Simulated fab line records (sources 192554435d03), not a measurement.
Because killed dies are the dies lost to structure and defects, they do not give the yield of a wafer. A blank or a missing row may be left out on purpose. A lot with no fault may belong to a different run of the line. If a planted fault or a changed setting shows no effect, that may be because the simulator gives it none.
Matching of chambers -- flow n5-finfet -- N5_GATE_CUT_STRIP_42 on rie-diel-02: 4 sister chambers
The step strips in O2. 4 wafers are shown with their chamber, then 12 later ones without.

## WAFERS PAIRED WITH THEIR CHAMBERS
wafer,chamber,showerhead-plenum-p-Torr (Torr)
L082.6,3,2.18
L083.5,0,2.11
L084.2,2,2.06
L084.5,1,2.00

## WAFERS WITH NO CHAMBER GIVEN
wafer,showerhead-plenum-p-Torr (Torr)
L086.1,2.18
L086.4,2.00
L086.5,2.06
L087.1,2.06
L087.4,2.10
L087.5,2.06
L088.1,2.00
L088.3,2.17
L088.6,2.06
L093.1,2.06
L093.5,2.10
L093.6,2.17

## WHICH CHAMBER EACH ONE RAN IN
wafer,from the rows above,in truth
L086.1,3,3
L086.4,1,1
L086.5,2,2
L087.1,2,2
L087.4,0,0
L087.5,2,2
L088.1,1,1
L088.3,3,3
L088.6,2,2
L093.1,2,2
L093.5,0,0
L093.6,3,3
12 of 12 placed correctly. Can't be placed from these rows: 0. Placed wrongly: 0.
How it was worked out, from the rows above alone: a wafer's distance from a chamber is the root of the sum, over the readings, of the square of ((its reading less the chamber's mean) divided by the reading's scatter). The wafer belongs to the nearest chamber; if the next one is less than 2 further off, it can't be placed. The mean given for a chamber averages the wafers shown for that chamber. The scatter: with one shown wafer a chamber, the root of the mean of the squares of how far each hidden wafer lies from its nearest shown one.
